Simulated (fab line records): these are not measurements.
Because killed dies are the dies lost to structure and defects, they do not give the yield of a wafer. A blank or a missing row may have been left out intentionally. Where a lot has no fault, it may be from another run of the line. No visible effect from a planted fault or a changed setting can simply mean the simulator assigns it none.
A lot that was struck, set against a sound lot ; flow nandHarc ; 14 steps out of a route of 1302
Sound: wafers L805.2, L805.4, L805.6. Struck: wafers L816.2, L816.5 (left out: L816.1, a lot-mate that was not struck); the cause follows at the end.
Order at every step that has rows: each side's tool, ch and its chambers, its first start. Under that, the readings that differ: sound wafers ; struck wafers ; difference of the means ; sigmas: that difference in standard deviations of wafers without a fault.
alike: a reading whose means differ by less than 2 such deviations, as well as words and numbers matching on both sides. not compared: withheld readings; readings where some wafer has no value; bounds like >300 that might hide an equal value; numbers whose values overlap and for which the record gives no deviation.
Wherever a step has rows on one side only, a row that says differs or no value, or a row with sigmas, the two part there. Numbers that don't overlap but have no deviation are shown without sigmas and don't part them. A reading missing from all wafers of one side parts the sides only when that side holds two or more wafers.

NHARC_P_M0_CMP_23: polishes, t overpolish 20 s, target thk 117.54 nm.
  sound on cmp-03 ch 0,1,2, day 9 23:03; struck on cmp-01 ch 0,1, day 14 23:59
  alike: motorCurrentA, timeToEndpointS
NHARC_P_M0_THK_MEAS_24: measures by xrf.
  sound: filmMetro-02 at day 9 23:20; struck: filmMetro-02 at day 15 00:18
reading;sound;struck;difference;sigmas
thkNm (nm);119.5 120.3 117.7;115.3 113.5;-4.8;-3
next, for these wafers, 1 step has no rows: NHARC_P_M0_SRD_25.
NHARC_P_M0_INSPECT_27:
  sound: defectInspect-01 at day 9 23:29; struck: defectInspect-01 at day 15 00:28
  alike: rawDefectCount
NHARC_P_M0_PRE_CLEAN_31: time 12 s.
  sound on pecvd-02 ch 0,1,2, day 9 23:35; struck on pecvd-03 ch 0, day 15 00:32
  alike: heaterPowerW
  not compared: sinceWetCleanH
NHARC_P_M0_DEP_32: deposits SiCN, target thk 30 nm.
  sound on pecvd-02 ch 0,1,2, day 9 23:43; struck on pecvd-03 ch 0, day 15 00:37
  alike: heaterPowerW
  not compared: sinceWetCleanH
then, 5 steps without rows for these wafers: NHARC_P_M1_DEP_00 (deposits SiOC, target thk 182.5 nm); NHARC_P_M1_DEHYDRATE_01 (time 120 s); NHARC_P_M1_HMDS_02 (time 30 s); NHARC_P_M1_COAT_34 (time 65 s); NHARC_P_M1_COAT_03 (resist thk 90 nm).
NHARC_P_M1_SOFTBAKE_04: time 55 s.
  sound on lithoTrack-04 ch 0, day 10 00:00; struck on lithoTrack-04 ch 0, day 15 01:00
reading;sound;struck;difference;sigmas
heaterPowerTotalW (W);188.54 188.26 188.77;205.39 205.38;+16.86;+99 or more
  alike: exhaustPa
next, for these wafers, 1 step has no rows: NHARC_P_M1_EBR_05.
-- break in the record here, with 19 days between the starts of the struck wafers on either side (left off in module P_M1, picked up again in module END, where the first step shown is number 1302 on the route) --
NHARC_END_SORT_01:
  the record has rows for the struck wafers here (prober-01 ch 0, day 34 11:53) and none for the sound ones

== WHERE THEY PART ==
Last at NHARC_END_SORT_01 as far as this record goes, first at NHARC_P_M0_THK_MEAS_24.

WHY: what had been put in by the simulator
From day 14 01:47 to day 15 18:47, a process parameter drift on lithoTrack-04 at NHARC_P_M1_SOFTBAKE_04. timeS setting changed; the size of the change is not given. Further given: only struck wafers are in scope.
